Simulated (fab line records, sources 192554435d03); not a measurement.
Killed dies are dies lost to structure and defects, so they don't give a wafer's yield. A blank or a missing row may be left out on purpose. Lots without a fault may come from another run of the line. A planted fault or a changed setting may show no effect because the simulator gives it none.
A struck lot beside a sound one | flow n5_finfet | 28 steps out of a route of 1938
Sound: wafers L476.2, L476.4, L476.5. Struck: wafer L478.5. (L478.3, L478.4 of the same lot were not struck and are left out.) The cause comes at the end.
At each step with rows: each side's tool, then ch and its chambers, then its first start. Under that, the readings that differ: sound wafers | struck wafers | difference of the means | sigmas: that difference in standard deviations of wafers without a fault.
alike: readings whose means differ by less than 2 such deviations, and words and numbers that are the same on both sides. not compared: withheld readings, readings that some wafer has no value for, bounds like >300 that may hide the same value, and numbers for which the record gives no deviation and whose values overlap.
The two part at a step that has a row with sigmas, a row that says differs or no value, or rows on one side only. Numbers that don't overlap but have no deviation are shown without sigmas and don't part them. A reading that every wafer of one side lacks parts them only if that side has two wafers or more.

first, 9 steps without rows for these wafers: N5_BEOL_M0_SAQP_COAT_72 (time 60 s, resist thk 15 nm); N5_BEOL_M0_SAQP_COAT_87 (time 60 s, resist thk 5 nm); N5_BEOL_M0_SAQP_COAT_34 (resist thk 30 nm); N5_BEOL_M0_SAQP_EBR_36; N5_BEOL_M0_SAQP_SOFTBAKE_35 (time 60 s); N5_BEOL_M0_SAQP_EXPOSE_37 (exposes mask M0 CUT1, target cd 30 nm); N5_BEOL_M0_SAQP_PEB_38 (peb time 60 s); N5_BEOL_M0_SAQP_DEVELOP_39 (develop time 30 s); N5_BEOL_M0_SAQP_DESCUM_45 (chemistry O2, time 7 s).
N5_BEOL_M0_SAQP_ETCH_88: etches underlayer in N2/H2, target depth 6.5 nm, time 5.2 s.
  sound on rie_diel-03 ch 0,1,2, day 10 06:14; struck on rie_diel-05 ch 3, day 10 15:12
  reading                | sound          | struck | difference | sigmas
  throttle_valve_pct (%) | 18.2 17.7 17.7 | 17.1   | -0.8       | -2
  alike: bias_w, drypump_motor_current_A, etch_rf_on_time_s, oes_product_au, rf_vpp_V, showerhead_plenum_p_Torr
  not compared: rf_hours_counter_h
then, 14 steps without rows for these wafers: N5_BEOL_M0_SAQP_ETCH_73 (etches SiARC in CF4, target depth 19.5 nm, time 32.5 s); N5_BEOL_M0_SAQP_CUT_ETCH_46 (etches SOC in N2/H2, target depth 135 nm, overetch 27 nm, time 202.5 s); N5_BEOL_M0_SAQP_STRIP_74 (strips in N2/H2); N5_BEOL_M0_SAQP_STRIP_89 (strips in N2/H2); N5_BEOL_M0_SAQP_ALD_48 (deposits SiO2, target thk 20 nm, pulse time 1 s, co reactant pulse time 1 s); N5_BEOL_M0_SAQP_ETCH_49 (etches SiO2 in CF4/O2, target depth 37 nm); N5_BEOL_M0_SAQP_STRIP_75 (strips in CF4); N5_BEOL_M0_CUTY_COAT_50 (time 60 s, resist thk 15 nm); N5_BEOL_M0_CUTY_COAT_51 (resist thk 150 nm); N5_BEOL_M0_CUTY_EBR_52; N5_BEOL_M0_CUTY_SOFTBAKE_53 (time 60 s); N5_BEOL_M0_CUTY_EXPOSE_54 (exposes mask M0 ABLK); N5_BEOL_M0_CUTY_PEB_55 (peb time 60 s); N5_BEOL_M0_CUTY_DEVELOP_56 (develop time 30 s).
N5_BEOL_M0_CUTY_INSPECT_59: inspects for defects (macro).
  sound on defect_inspect-02, day 10 07:26; struck on defect_inspect-01, day 10 16:24
  reading          | sound | struck | difference | sigmas
  raw_defect_count | 2 0 2 | >300   | differs    |
then, 1 step without rows for these wafers: N5_BEOL_M0_CUTY_DESCUM_61 (chemistry O2, time 7.9 s).
-- the record jumps here: 2 days lie between the struck wafers' starts before and after (it left off in module BEOL_M0_CUTY and takes up again in module BEOL_M4, whose first step shown is number 1111 of the route) --
N5_BEOL_M4_RC_MEAS_101:
  sound on prober-01 ch 0, day 12 10:13; struck on prober-01 ch 0, day 12 17:37
  alike: DIBL_N, DIBL_P, IOFF_N, IOFF_P, ION_N, ION_P, SS_N, SS_P, VT_N, VT_P
-- the record jumps here: 4 days lie between the struck wafers' starts before and after (it left off in module BEOL_M4 and takes up again in module PASSIVATION, whose first step shown is number 1936 of the route) --
N5_PASSIVATION_PROBE_49:
  the record has rows for the struck wafers here (prober-02, day 16 20:47) and none for the sound ones

WHERE THEY PART
First at N5_BEOL_M0_SAQP_ETCH_88; last, within this record, at N5_PASSIVATION_PROBE_49.

WHY: what the simulator had put in
Chamber particle source: rie_diel-05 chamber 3, from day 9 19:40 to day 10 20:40, at N5_BEOL_M0_SAQP_ETCH_88. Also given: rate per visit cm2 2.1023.
